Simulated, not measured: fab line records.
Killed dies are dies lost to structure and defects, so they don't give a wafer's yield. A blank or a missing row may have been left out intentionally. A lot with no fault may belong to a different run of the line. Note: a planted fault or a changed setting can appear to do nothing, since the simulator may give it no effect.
Matching of chambers -- flow nand-harc -- 4 sister chambers for NHARC_A_STAIRCASE_ALD_420 on ald-hk-01
The step deposits SiO2, target thk 20 nm, pulse time 6 s, ald cycles 200. 18 wafers are shown with their chamber, then 9 later ones without.

EACH WAFER AND ITS CHAMBER
wafer,chamber,heater-power-w (W),heater-power-outer-w (W),precursor-pulse-height-rel
L850.1,3,387,224,1.033
L850.2,0,419,247,0.993
L850.4,1,445,230,0.983
L853.1,0,419,244,0.968
L853.3,1,441,231,0.969
L853.5,2,583,316,1.019
L855.2,0,423,247,0.993
L855.4,2,573,314,1.000
L855.6,1,450,234,1.009
L856.4,1,443,237,0.978
L856.5,0,425,243,1.001
L856.6,3,390,224,1.002
L858.1,0,422,245,0.990
L858.3,2,583,324,0.988
L858.5,3,388,221,0.999
L860.2,1,461,248,0.988
L860.4,3,402,230,1.017
L860.6,1,452,249,1.020

SIGNATURES (means of the wafers above)
reading,chamber 0,chamber 1,chamber 2,chamber 3,scatter within a chamber
heater-power-w,421.60,448.67,579.67,391.75,6.02
heater-power-outer-w,245.20,238.17,318.00,224.75,5.75
precursor-pulse-height-rel,0.98900,0.99117,1.00233,1.01275,0.0163
Rule: a wafer lies at a distance from a chamber equal to the root of the sum of squares, over the readings, of (its reading less the chamber's mean, divided by the reading's scatter). The wafer belongs to the nearest chamber; if the next one is less than 2 further off, it can't be placed. How the scatter is found: for the shown wafers, subtract from each reading the mean of its chamber, square and add these, divide the total by (wafers less chambers), then take the root.

WAFERS MISSING THEIR CHAMBER
wafer,heater-power-w (W),heater-power-outer-w (W),precursor-pulse-height-rel
L871.1,405,230,1.004
L871.2,573,320,0.990
L871.6,405,239,1.012
L872.1,417,235,1.001
L872.2,464,247,1.005
L872.6,406,228,1.033
L873.3,587,324,0.969
L873.4,462,250,1.011
L873.5,449,240,0.980

WHICH CHAMBER EACH ONE RAN IN
wafer,from the rows above,in truth
L871.1,can't be placed: 3 or 0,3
L871.2,2,2
L871.6,can't be placed: 0 or 3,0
L872.1,0,0
L872.2,1,1
L872.6,3,3
L873.3,2,2
L873.4,1,1
L873.5,1,1
Placed correctly: 7 of 9. From these rows, 2 cannot be placed; in 2 the true chamber is one of the candidates. Placed wrongly: 0.
